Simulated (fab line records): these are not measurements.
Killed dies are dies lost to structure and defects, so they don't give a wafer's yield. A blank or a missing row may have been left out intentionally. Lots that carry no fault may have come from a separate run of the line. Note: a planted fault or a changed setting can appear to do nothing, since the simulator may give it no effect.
Chamber matching | flow n5 finfet | N5_BEOL_M5_PECVD_70 on pecvd-02 has 3 sister chambers
The step deposits SiO2 from TEOS/O2, target thk 16 nm, time 18 s. 20 wafers are shown with their chamber, then 10 later ones without.

WAFERS WITH THEIR CHAMBER
wafer  | chamber | throttle valve pct (%) | showerhead plenum p Torr (Torr) | heater power w (W)
L077.1 | 0       | 23.0                   | 8.84                            | 571
L077.4 | 0       | 22.8                   | 8.83                            | 552
L077.5 | 1       | 21.3                   | 8.69                            | 759
L075.2 | 1       | 21.2                   | 8.68                            | 752
L075.4 | 0       | 22.9                   | 8.81                            | 547
L075.6 | 1       | 21.2                   | 8.69                            | 785
L078.1 | 1       | 21.1                   | 8.68                            | 748
L078.3 | 0       | 22.8                   | 8.82                            | 557
L078.4 | 2       | 22.8                   | 8.81                            | 869
L085.2 | 1       | 21.1                   | 8.67                            | 725
L085.3 | 0       | 23.3                   | 8.81                            | 627
L085.4 | 0       | 23.0                   | 8.84                            | 646
L090.3 | 1       | 21.2                   | 8.70                            | 677
L090.4 | 1       | 21.6                   | 8.69                            | 669
L090.5 | 0       | 22.9                   | 8.85                            | 629
L089.2 | 2       | 22.8                   | 8.82                            | 845
L089.3 | 0       | 22.8                   | 8.84                            | 562
L089.6 | 0       | 23.0                   | 8.84                            | 582
L088.1 | 0       | 23.2                   | 8.81                            | 671
L088.3 | 1       | 21.1                   | 8.70                            | 685

SIGNATURES (averages over the wafers above)
reading                  | chamber 0 | chamber 1 | chamber 2 | scatter within a chamber
throttle valve pct       | 22.970    | 21.225    | 22.800    | 0.164
showerhead plenum p Torr | 8.8290    | 8.6875    | 8.8150    | 0.013
heater power w           | 594.40    | 725.00    | 857.00    | 42.9
Rule: a wafer lies at a distance from a chamber equal to the root of the sum of squares, over the readings, of (its reading less the chamber's mean, divided by the reading's scatter). If the next closest chamber is less than 2 further off than the closest, the wafer can't be placed; otherwise it belongs to the closest. How the scatter is found: for the shown wafers, subtract from each reading the mean of its chamber, square and add these, divide the total by (wafers less chambers), then take the root.

WAFERS WHOSE CHAMBER IS MISSING
wafer  | throttle valve pct (%) | showerhead plenum p Torr (Torr) | heater power w (W)
L088.6 | 21.1                   | 8.68                            | 682
L091.1 | 21.1                   | 8.71                            | 773
L091.2 | 23.4                   | 8.85                            | 549
L091.6 | 23.0                   | 8.83                            | 539
L094.1 | 22.9                   | 8.85                            | 709
L094.2 | 23.1                   | 8.83                            | 613
L094.5 | 23.0                   | 8.84                            | 598
L095.2 | 21.2                   | 8.70                            | 611
L095.5 | 23.0                   | 8.85                            | 612
L095.6 | 22.9                   | 8.83                            | 827

THE CHAMBER EACH PASSED THROUGH
wafer  | from the rows above     | in truth
L088.6 | 1                       | 1
L091.1 | 1                       | 1
L091.2 | 0                       | 0
L091.6 | 0                       | 0
L094.1 | can't be placed: 0 or 2 | 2
L094.2 | 0                       | 0
L094.5 | 0                       | 0
L095.2 | 1                       | 1
L095.5 | 0                       | 0
L095.6 | 2                       | 2
Correct placement for 9 of the 10. Unplaceable from these rows: 1, with the true chamber sitting among the candidates in 1. Number placed wrongly: 0.
